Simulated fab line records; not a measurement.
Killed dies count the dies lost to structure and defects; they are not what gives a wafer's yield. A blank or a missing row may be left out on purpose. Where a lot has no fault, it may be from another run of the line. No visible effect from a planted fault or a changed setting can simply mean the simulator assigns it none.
fab line records | flow n5-finfet
[record] lots = 9 wafers = 27 last-day = 19
route steps=1938 shown BEOL_M0_CUTY@709 BEOL_M0@719 BEOL_M4@1111 PASSIVATION@1936
lots untouched by any fault: they come from a run of this same line in which no faults occurred
start-h: hours from the record's first day to the start of the lot's first wafer shown | wait-h: hours elapsed since this lot's preceding step | " as in the row above | L1.1+2: a single row standing in for several wafers | - no value present, or no start provided | * or withheld: withheld | < > ~ a bound
route shown NAME@n: names a module that has steps shown in the file, with the first one's number in the route | usual: mean/standard deviation of fault-free wafers | same: alike in all rows | chamber/n: place in a boat | sites: per-site readings | _std_site: standard deviation of those values | _edge_site: mean of outer sites minus mean of inner sites | radius-mm: for every site, how far away it sits from the centre of the wafer | mask NAME#n: copy n | behind: the last tool/chamber to shape the wafer | hold: reason for holding the lot/hours on hold/outcome of the hold | device: names the non-switching transistor (n, p or np) | end of line: tests run on the same wafers once the route is complete | a step with no rows: only its recipe | killed: dies lost to structure and defects at the first sort, not the wafer's yield | map: per-die view of a wafer (x killed, . not killed, _ where there is no die)
set.NAME: setting as actually run; set.NAME@STEP: the setting as run at that earlier step | model.NAME: the simulator's own value behind a step, which no gauge read
a sample of lots followed through the steps of the route, with each step as a table and each wafer as a row
services: when a tool's chamber went out of use (start-h, in hours from the record's first day, below 0 if earlier), for how many hours, and the reason
[[steps]]
[step N5_BEOL_M0_CUTY_OVL_MEAS_58]
[recipe] points-per-wafer = 44
[usual] M0_ABLK_OVL = 0.1/0.72
// columns lot.wafer tool chamber start-h wait-h M0_ABLK_OVL[nm]
L276.2 overlay-02 0 137.20 0.0 0.3
L276.3 " 0 " " 0.8
L276.5 " 0 " " -0.1
L282.1 overlay-02 0 173.25 0.0 0.4
L282.4 " 0 " " 1.1
L282.5 " 0 " " 0.3
L287.1 overlay-01 0 201.03 0.0 1.0
L287.3 " 0 " " 0.9
L287.5 " 0 " " 0.4
L289.1 overlay-01 0 208.06 0.0 0.4
L289.2 " 0 " " 0.3
L289.4 " 0 " " 0.4
L290.2 overlay-01 0 212.53 0.0 0.1
L290.4 " 0 " " -0.1
L290.5 " 0 " " -0.2
L291.1 overlay-02 0 219.06 0.0 -1.0
L291.2 " 0 " " -0.4
L291.3 " 0 " " -1.3
L293.2 overlay-02 0 237.50 0.0 0.0
L293.3 " 0 " " 0.0
L293.4 " 0 " " -0.5
L294.3 overlay-02 0 241.56 0.0 0.7
L294.4 " 0 " " 1.1
L294.5 " 0 " " -0.1
L296.2 overlay-01 0 248.23 0.0 -1.1
L296.4 " 0 " " -0.5
L296.6 " 0 " " -0.6
[step N5_BEOL_M0_WET_ETCH_106]
[recipe] chemistry = DHF dilution = 10:1 temp-c = 25 target = SiO2 target-depth-a = 1300 dry = ipa-marangoni rinse-time-s = 30 rinse-temp-c = 23
[usual] bath-heat-duty-pct = 6.3/0.69 rinse-temp-c = 22.99/0.097
// columns lot.wafer tool chamber start-h wait-h bath-heat-duty-pct rinse-temp-c
L276.2 wet-bench-05 3 138.82 - 5.9 23.01
L276.3 " 7 " " 6.7 23.03
L276.5 " 6 " " 6.4 23.07
L282.1 wet-bench-05 1 175.21 - 6.3 22.97
L282.4 " 2 " " 5.9 23.03
L282.5 " 4 " " 5.9 23.08
L287.1 wet-bench-05 1 204.94 - 7.0 23.02
L287.3 " 3 " " 7.2 22.80
L287.5 " 2 " " 7.0 23.15
L289.1 wet-bench-05 5 210.18 - - -
L289.2 " 3 " " - -
L289.4 " 1 " " - -
L290.2 wet-bench-06 7 214.06 - - -
L290.4 " 6 " " - -
L290.5 " 4 " " - -
L291.1 wet-bench-05 1 220.08 - - -
L291.2 " 5 " " - -
L291.3 " 4 " " - -
L293.2 wet-bench-05 4 241.07 - 7.0 22.85
L293.3 " 0 " " 7.0 23.11
L293.4 " 7 " " 7.3 23.12
L294.3 wet-bench-05 2 247.80 - 6.4 22.87
L294.4 " 5 " " 6.4 22.89
L294.5 " 7 " " 6.5 22.88
L296.2 wet-bench-05 2 249.08 - 6.2 23.05
L296.4 " 6 " " 6.2 22.91
L296.6 " 5 " " 5.6 23.09
[step N5_BEOL_M0_STRIP_142]
[recipe] chemistry = N2/H2 time-s = 10 power-w = 450 temp-c = 40 pressure-mtorr = 20 rf-frequency-hz = 6e+07 bias-power-w = 7 n2-flow-sccm = 200 h2-flow-sccm = 200
[usual] chamber-pressure-mTorr = 19.998/0.02 drypump-motor-current-A = 5.51/0.29 oes-product-au = 0.78/0.1 rf-vpp-V = 59.1/0.85 showerhead-plenum-p-Torr = 2.53/0.086 throttle-valve-pct = 23.5/0.31
[same] time-s = 10
// columns lot.wafer tool chamber start-h wait-h chamber-pressure-mTorr drypump-motor-current-A oes-product-au rf-hours-counter-h rf-vpp-V showerhead-plenum-p-Torr throttle-valve-pct
L276.2 rie-diel-01 1 138.96 0.0 19.997 5.63 0.69 203 58.8 2.41 23.4
L276.3 " 3 " " 20.021 5.26 0.92 14 60.5 2.48 23.0
L276.5 " 1 " " 20.013 5.64 0.69 - 58.3 2.41 23.4
L282.1 rie-diel-01 2 175.62 0.0 20.032 5.78 0.72 200 59.6 2.41 23.6
L282.4 " 1 " " 19.996 5.64 0.68 218 59.7 2.40 23.4
L282.5 " 2 " " 20.020 5.77 0.72 - 59.1 2.41 23.6
L287.1 rie-diel-04 3 205.07 0.0 19.982 5.22 0.73 183 58.9 2.54 23.8
L287.3 " 0 " " 20.013 5.54 0.72 225 59.4 2.52 23.9
L287.5 " 0 " " 20.002 5.54 0.72 - 59.9 2.52 23.9
L289.1 rie-diel-04 0 210.30 0.0 20.002 5.53 0.71 228 59.4 2.51 23.9
L289.2 " 2 " " 20.021 5.41 0.99 6 60.4 2.49 22.9
L289.4 " 3 " " 19.957 5.22 0.73 - 59.1 2.54 23.8
L290.2 rie-diel-01 1 214.18 0.0 19.985 5.65 0.69 233 59.0 2.39 23.5
L290.4 " 1 " " 19.998 5.65 0.69 - 58.1 2.39 23.4
L290.5 " 3 " " 19.961 5.27 0.87 - 58.5 2.47 23.1
L291.1 rie-diel-03 3 220.20 0.0 20.007 5.45 0.85 67 60.3 2.57 23.7
L291.2 " 2 " " 19.978 4.95 0.90 31 60.7 2.70 23.8
L291.3 " 0 " " 20.012 5.84 0.92 24 59.9 2.60 23.2
L293.2 rie-diel-03 0 241.42 0.0 20.002 5.82 0.89 35 58.2 2.59 23.2
L293.3 " 2 " " 19.970 4.98 0.88 41 58.4 2.70 23.8
L293.4 " 3 " " 20.004 5.43 0.83 77 60.3 2.57 23.7
L294.3 rie-diel-04 2 248.03 0.0 20.003 5.41 0.94 23 60.7 2.48 22.9
L294.4 " 3 " " 19.988 5.21 0.72 200 59.3 2.53 23.9
L294.5 " 2 " " 19.998 5.42 0.93 - 58.9 2.48 22.9
L296.2 rie-diel-03 1 249.20 0.0 20.012 5.85 0.96 4 59.8 2.60 23.7
L296.4 " 0 " " 19.971 5.82 0.89 37 60.8 2.59 23.2
L296.6 " 3 " " 19.995 5.43 0.83 - 59.1 2.57 23.7
[step N5_BEOL_M0_ETCH_109]
[recipe] chemistry = CH3F/O2 target-depth-a = 80 overetch-a = 24 target = SiCN time-s = 27.4 ion-energy-ev = 120 pressure-mtorr = 30 source-w = 395 bias-w = 75 Ar_flow_sccm = 150 CH3F_flow_sccm = 30 O2_flow_sccm = 20
[usual] CH3F_flow_sccm = 30.01/0.086 O2_flow_sccm = 20.00/0.066 chamber-pressure-mTorr = 30.001/0.027 drypump-motor-current-A = 5.46/0.27 oes-product-au = 0.66/0.076 rf-fwd-power-W = 392.6/1.4 rf-vpp-V = 297.0/1.7 showerhead-plenum-p-Torr = 1.99/0.074 throttle-valve-pct = 16.26/0.19
[same] time-s = 27.4
// columns lot.wafer tool chamber start-h wait-h CH3F_flow_sccm O2_flow_sccm chamber-pressure-mTorr drypump-motor-current-A oes-product-au rf-fwd-power-W rf-hours-counter-h rf-vpp-V showerhead-plenum-p-Torr throttle-valve-pct
L276.2 rie-diel-01 0 139.54 0.4 30.04 20.06 29.979 5.34 0.62 394.9 186 298.8 2.07 16.28
L276.3 " 2 " " 29.90 20.04 29.980 5.76 0.63 392.3 186 295.4 1.91 16.46
L276.5 " 1 " " 29.85 20.02 30.002 5.64 0.61 394.2 - 296.1 1.90 16.29
L282.1 rie-diel-01 1 175.82 0.0 30.03 20.09 29.992 5.63 0.59 390.0 218 296.1 1.89 16.30
L282.4 " 3 " " 30.11 19.98 29.949 5.24 0.75 393.2 29 295.2 1.94 16.04
L282.5 " 1 " " 29.91 20.11 30.063 5.64 0.59 390.4 - 295.0 1.89 16.31
L287.1 rie-diel-01 3 205.30 0.1 30.00 19.97 30.003 5.24 0.74 389.6 40 295.2 1.94 16.07
L287.3 " 1 " " 30.12 20.11 30.010 5.63 0.59 392.7 228 297.0 1.89 16.31
L287.5 " 3 " " 30.01 19.92 30.028 5.22 0.75 391.1 - 296.1 1.94 16.06
L289.1 rie-diel-01 3 210.64 0.2 30.16 20.02 30.063 5.25 0.74 391.2 43 296.1 1.94 16.06
L289.2 " 1 " " 30.07 20.01 29.985 5.63 0.58 390.7 230 294.8 1.89 16.34
L289.4 " 1 " " 29.94 20.04 29.976 5.63 0.58 391.5 - 295.6 1.89 16.33
L290.2 rie-diel-04 0 214.37 0.0 29.98 19.99 30.008 5.53 0.61 391.1 230 296.0 1.98 16.33
L290.4 " 3 " " 29.95 20.03 30.014 5.22 0.63 393.6 - 298.1 1.98 16.27
L290.5 " 2 " " 30.19 20.01 30.009 5.41 0.83 392.1 - 297.7 1.96 15.81
L291.1 rie-diel-04 1 220.39 0.0 29.95 20.06 30.014 5.91 0.61 394.3 218 293.3 1.91 16.39
L291.2 " 3 " " 30.03 20.02 30.046 5.22 0.61 392.3 190 296.6 1.98 16.28
L291.3 " 0 " " 29.92 20.03 30.032 5.52 0.61 391.9 232 297.1 1.98 16.33
L293.2 rie-diel-01 1 241.61 0.0 30.06 19.92 29.974 5.65 0.57 392.7 247 296.1 1.88 16.34
L293.3 " 3 " " 29.97 20.02 29.979 5.25 0.73 392.7 57 295.3 1.93 16.09
L293.4 " 3 " " 29.96 20.12 30.043 5.23 0.72 391.4 - 296.2 1.93 16.09
L294.3 rie-diel-04 0 248.22 0.0 30.02 19.94 29.997 5.54 0.59 393.4 243 296.5 1.98 16.38
L294.4 " 1 " " 29.87 20.11 29.990 5.91 0.60 391.2 224 293.1 1.90 16.41
L294.5 " 3 " " 29.95 20.04 29.950 5.23 0.63 393.4 - 296.1 1.97 16.29
L296.2 rie-diel-04 1 249.40 0.0 30.08 19.98 30.000 5.91 0.60 390.6 225 295.4 1.90 16.41
L296.4 " 2 " " 30.00 19.98 29.960 5.39 0.79 392.5 23 297.7 1.96 15.83
L296.6 " 1 " " 30.01 20.02 30.044 5.91 0.61 389.7 - 296.3 1.90 16.40
[step N5_BEOL_M4_RC_MEAS_101]
[usual] DIBL_N = 36.8/1.9 DIBL_P = 36.5/2.1 IOFF_N = 0.17/0.038 IOFF_P = 0.22/0.039 ION_N = 675/12 ION_P = 463/7.4 SS_N = 71.6/0.71 SS_P = 73.4/0.72 VT_N = 249/3.3 VT_P = -250/3.3
// columns lot.wafer tool chamber start-h wait-h DIBL_N[mV/V] DIBL_P[mV/V] IOFF_N[nA/um] IOFF_P[nA/um] ION_N[uA/um] ION_P[uA/um] SS_N[mV/dec] SS_P[mV/dec] VT_N[mV] VT_P[mV]
L276.2 prober-01 0 195.36 0.2 34.4 35.3 0.14 0.19 671 453 70.9 73.0 250 -252
L276.3 " 0 " " 33.6 34.6 0.13 0.18 657 455 71.0 72.9 252 -251
L276.5 " 0 " " 34.9 35.1 0.15 0.19 670 455 70.8 73.9 253 -251
L282.1 prober-01 0 230.79 0.0 36.0 36.5 0.19 0.24 684 467 72.3 73.6 247 -248
L282.4 " 0 " " 35.7 35.2 0.16 0.21 659 457 72.1 73.2 252 -250
L282.5 " 0 " " 35.4 34.8 0.15 0.20 659 457 71.8 72.9 250 -248
L287.1 prober-01 0 287.35 0.0 39.0 37.3 0.23 0.27 668 461 73.2 73.8 247 -244
L287.3 " 0 " " 34.7 34.8 0.14 0.23 682 480 70.9 73.4 251 -248
L287.5 " 0 " " 41.0 40.3 0.31 0.33 682 470 72.9 75.1 242 -243
L293.2 prober-02 0 330.36 0.2 34.5 33.5 0.12 0.15 681 463 70.7 72.4 252 -252
L293.3 " 0 " " 35.6 34.9 0.13 0.17 677 462 71.7 73.2 254 -253
L293.4 " 0 " " 36.0 35.2 0.15 0.17 676 456 72.1 73.9 250 -254
L296.2 prober-01 0 333.07 0.2 36.3 35.6 0.14 0.21 661 463 71.8 72.3 252 -248
L296.4 " 0 " " 36.0 34.3 0.12 0.19 661 462 70.5 72.2 254 -251
L296.6 " 0 " " 35.1 33.1 0.12 0.18 654 457 70.5 72.3 254 -250
L294.3 prober-01 0 338.31 0.3 36.0 36.2 0.15 0.20 674 460 71.2 72.9 249 -252
L294.4 " 0 " " 39.1 39.6 0.19 0.25 679 459 72.2 74.1 246 -249
L294.5 " 0 " " 37.1 37.7 0.17 0.24 675 464 72.1 73.0 249 -252
[step N5_PASSIVATION_PROBE_49]
[usual] defect-limited-yield = 91.3/1.4 killed_at_M0_to_M3 = 33/11 killed_at_M4_up = 15/6.2 killed-at-contacts = 13/6.5 killed-at-front-end = 38/11 killed-at-other = 3.4/2.6 killed-dies = 102/17 killed-on-rim = 13/4.1 killed-open = 67/12 killed-short = 34/7.9 sort_bin_4_leakage = 0.00/0.022 sort_bin_5_function = 5.1/0.88 sort_bin_6_memory = 3.3/0.65 sort-n-pass = 1078/17 sort-yield-pct = 91.3/1.4
[same] gross-dies = 1180 killed-at-back-side = 0 sort_bin_8_speed[%] = 0
// columns lot.wafer tool chamber start-h wait-h defect-limited-yield[%] killed_at_M0_to_M3 killed_at_M4_up killed-at-contacts killed-at-front-end killed-at-other killed-dies killed-on-rim killed-open killed-short sort_bin_4_leakage[%] sort_bin_5_function[%] sort_bin_6_memory[%] sort-n-pass sort-yield-pct[%]
L289.1 prober-01 - 369.30 0.0 0 1119 17 3 41 0 1180 152 45 34 0 97.1 2.7 0 0
L289.2 prober-01 - 369.35 0.1 0 1110 10 9 48 3 1180 152 64 37 0 97.0 2.6 0 0
L289.4 prober-01 - 369.45 0.2 0 1087 16 11 63 3 1180 152 74 42 0 95.4 4.0 0 0
L290.2 prober-02 - 392.57 0.1 0 1105 21 9 42 3 1180 152 74 27 0 96.1 3.6 0 0
L290.4 prober-02 - 392.67 0.2 0 1078 26 14 55 7 1180 152 75 47 0 95.2 4.1 0 0
L290.5 prober-02 - 392.72 0.2 0 1095 21 23 41 0 1180 152 81 27 0 96.0 3.8 0 0
L291.1 prober-02 - 420.13 0.0 0 1101 22 6 50 1 1180 152 75 41 0 96.4 3.0 0 0
L291.2 prober-02 - 420.18 0.1 0 1101 20 9 46 4 1180 152 67 46 0 96.4 3.1 0 0
L291.3 prober-02 - 420.23 0.1 0 1110 27 14 29 0 1180 152 68 37 0 96.3 3.4 0 0
// killed by level:class
L289.1 BEOL_M0:area-etch=1098 FIN_SAQP:geometric-particle:short=6 BEOL_M3:geometric-particle:open=6 STI_FIN_REVEAL:geometric-particle:open=5 FIN_SAQP:geometric-particle:open=4 STI_FIN_REVEAL:geometric-particle:short=4 ILD0:geometric-particle:short=4 BEOL_M0_SAQP:geometric-particle:short=4
L289.2 BEOL_M0:area-etch=1077 STI_FIN_REVEAL:geometric-particle:open=14 BEOL_M0_SAQP:geometric-particle:open=11 BEOL_M0_SAQP:geometric-particle:short=9 MOL_CONTACT_COAG:geometric-particle:open=8 GATE_CUT:geometric-particle:short=6 GATE_CUT:geometric-particle:open=5 FIN_SAQP:geometric-particle:short=4
L289.4 BEOL_M0:area-etch=1064 FIN_SAQP:geometric-particle:open=11 FIN_SAQP:geometric-particle:short=10 GATE_CUT:geometric-particle:short=10 BEOL_M3:geometric-particle:open=9 MOL_CONTACT_COAG:geometric-particle:open=9 DUMMY_GATE:geometric-particle:open=8 BEOL_M4:geometric-particle:open=7
L290.2 BEOL_M0:area-etch=1076 BEOL_M2:geometric-particle:open=11 BEOL_M4:geometric-particle:open=11 STI_FIN_REVEAL:geometric-particle:open=8 BEOL_M0_SAQP:geometric-particle:open=7 GATE_CUT:geometric-particle:short=7 FIN_SAQP:geometric-particle:open=6 MOL_CONTACT_COAG:geometric-particle:open=6
L290.4 BEOL_M0:area-etch=1056 BEOL_M4:geometric-particle:open=16 FIN_SAQP:geometric-particle:short=12 MOL_CONTACT_COAG:geometric-particle:open=11 GATE_CUT:geometric-particle:short=10 FIN_SAQP:geometric-particle:open=8 STI_FIN_REVEAL:geometric-particle:open=7 BEOL_M0_SAQP:geometric-particle:short=5
L290.5 BEOL_M0:area-etch=1072 MOL_CONTACT_COAG:geometric-particle:open=19 BEOL_M4:geometric-particle:open=16 FIN_SAQP:geometric-particle:open=11 GATE_CUT:geometric-particle:short=9 BEOL_M2:geometric-particle:open=9 STI_FIN_REVEAL:geometric-particle:open=7 STARTING-WAFER:geometric-particle:open=6
L291.1 BEOL_M0:area-etch=1062 BEOL_M4:geometric-particle:open=15 GATE_CUT:geometric-particle:short=13 FIN_SAQP:geometric-particle:short=11 BEOL_M0_SAQP:geometric-particle:open=11 BEOL_M2:geometric-particle:open=9 DUMMY_GATE:geometric-particle:open=8 BEOL_M3:geometric-particle:open=7
L291.2 BEOL_M0:area-etch=1066 FIN_SAQP:geometric-particle:short=17 BEOL_M4:geometric-particle:open=11 BEOL_M3:geometric-particle:open=8 FIN_SAQP:geometric-particle:open=7 BEOL_M0_SAQP:geometric-particle:short=7 MOL_CONTACT_COAG:geometric-particle:open=7 GATE_CUT:geometric-particle:short=6
L291.3 BEOL_M0:area-etch=1072 MOL_CONTACT_COAG:geometric-particle:open=12 BEOL_M0_SAQP:geometric-particle:short=11 BEOL_M2:geometric-particle:open=9 BEOL_M0_SAQP:geometric-particle:open=6 FIN_SAQP:geometric-particle:open=5 FIN_SAQP:geometric-particle:short=5 DUMMY_GATE:geometric-particle:open=5
[[services]]
// columns tool chamber start-h hours kind
rie-diel-03 0 125.80 - clean
rie-diel-03 0 125.80 - consumable-replace:focus-ring
rie-diel-03 0 125.80 22.3 scheduled-down
rie-diel-03 0 125.80 22.3 vent-cycle
rie-diel-01 0 130.07 9.3 repair
rie-diel-01 - 130.59 0.9 repair
rie-diel-03 - 149.57 2.8 pm
rie-diel-04 0 165.31 3.0 repair
rie-diel-04 2 183.03 - clean
rie-diel-04 2 183.03 - consumable-replace:focus-ring
rie-diel-04 2 183.03 14.3 scheduled-down
rie-diel-04 2 183.03 14.3 vent-cycle
rie-diel-03 1 218.97 - clean
rie-diel-03 1 218.97 - consumable-replace:focus-ring
rie-diel-03 1 218.97 17.2 scheduled-down
rie-diel-03 1 218.97 17.2 vent-cycle
rie-diel-04 1 232.60 8.5 repair
rie-diel-01 3 236.72 4.0 repair
[[key]]
[first-sign] step = N5_BEOL_M0_WET_ETCH_106 reading = tool-record direction = missing
[effect] step = N5_PASSIVATION_PROBE_49 reading = sort_bin_5_function direction = up sigmas = 99+ usual = 5.1 struck = 96.2
[more-kills-born-at] N5_BEOL_M0_WET_ETCH_106@wet-bench-05 = 6438 N5_BEOL_M0_WET_ETCH_106@wet-bench-06 = 3204
met-at N5_BEOL_M0_WET_ETCH_106
struck-lots L289,L290,L291
later-rows-left-out L289.1,L289.2,L289.4,L290.2,L290.4,L290.5,L291.1,L291.2,L291.3
not-acting-at N5_BEOL_M0_CUTY_OVL_MEAS_58,N5_BEOL_M0_STRIP_142,N5_BEOL_M0_ETCH_109
onset-between 204.94 210.18
[fault] kind = skipped-step-whole tool = wet-bench-05,wet-bench-06 chamber = - onset-h = 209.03 steps = N5_BEOL_M0_WET_ETCH_106 scope = struck-lots-only
// later-rows-left-out: the simulator's readings of these wafers behind a module that went badly wrong aren't trusted and aren't shown, but for the sort
